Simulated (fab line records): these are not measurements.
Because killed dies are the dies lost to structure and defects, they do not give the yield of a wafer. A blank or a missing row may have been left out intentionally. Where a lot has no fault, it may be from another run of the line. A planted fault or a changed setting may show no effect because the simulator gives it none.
Chamber matching :: flow n5 finfet :: 4 sister chambers for N5_DUMMY_GATE_STRIP_40 on rie diel-04
The step strips in CF4. 8 wafers are shown with their chamber, then 11 later ones without.

== WAFERS PAIRED WITH THEIR CHAMBERS ==
wafer: L078.4
chamber: 2
throttle valve pct (%): 13.88
drypump motor current A (A): 6.1

wafer: L082.6
chamber: 2
throttle valve pct (%): 13.92
drypump motor current A (A): 6.1

wafer: L084.1
chamber: 3
throttle valve pct (%): 13.51
drypump motor current A (A): 5.3

wafer: L084.3
chamber: 1
throttle valve pct (%): 13.36
drypump motor current A (A): 6.5

wafer: L085.3
chamber: 1
throttle valve pct (%): 13.36
drypump motor current A (A): 6.5

wafer: L085.5
chamber: 3
throttle valve pct (%): 13.52
drypump motor current A (A): 5.2

wafer: L085.6
chamber: 0
throttle valve pct (%): 14.13
drypump motor current A (A): 5.6

wafer: L091.2
chamber: 0
throttle valve pct (%): 14.14
drypump motor current A (A): 5.5

== WAFERS MISSING THEIR CHAMBER ==
wafer: L091.4
throttle valve pct (%): 13.39
drypump motor current A (A): 6.5

wafer: L091.6
throttle valve pct (%): 13.95
drypump motor current A (A): 6.1

wafer: L092.2
throttle valve pct (%): 13.54
drypump motor current A (A): 5.3

wafer: L092.5
throttle valve pct (%): 14.13
drypump motor current A (A): 5.6

wafer: L092.6
throttle valve pct (%): 13.39
drypump motor current A (A): 6.5

wafer: L093.3
throttle valve pct (%): 13.53
drypump motor current A (A): 5.3

wafer: L093.4
throttle valve pct (%): 13.96
drypump motor current A (A): 6.1

wafer: L093.5
throttle valve pct (%): 14.15
drypump motor current A (A): 5.6

wafer: L097.1
throttle valve pct (%): 13.56
drypump motor current A (A): 5.3

wafer: L097.4
throttle valve pct (%): 13.55
drypump motor current A (A): 5.3

wafer: L097.5
throttle valve pct (%): 13.97
drypump motor current A (A): 6.1

== EACH ONE'S CHAMBER ==
wafer: L091.4
from the rows above: 1
in truth: 1

wafer: L091.6
from the rows above: 2
in truth: 2

wafer: L092.2
from the rows above: 3
in truth: 3

wafer: L092.5
from the rows above: 0
in truth: 0

wafer: L092.6
from the rows above: 1
in truth: 1

wafer: L093.3
from the rows above: 3
in truth: 3

wafer: L093.4
from the rows above: 2
in truth: 2

wafer: L093.5
from the rows above: 0
in truth: 0

wafer: L097.1
from the rows above: 3
in truth: 3

wafer: L097.4
from the rows above: 3
in truth: 3

wafer: L097.5
from the rows above: 2
in truth: 2
Correctly placed: 11 of 11. Can't be placed from these rows: 0. Number placed wrongly: 0.
How it was worked out, from the rows above alone: a wafer's distance from a chamber is the root of the sum, over the readings, of the square of ((its reading less the chamber's mean) divided by the reading's scatter). The wafer belongs to the nearest chamber; if the next one is less than 2 further off, it can't be placed. Each chamber's mean is taken over the wafers shown for it. The scatter: take each reading less its chamber's mean, square it, sum over the shown wafers, divide by the number of wafers less the number of chambers, and take the root.
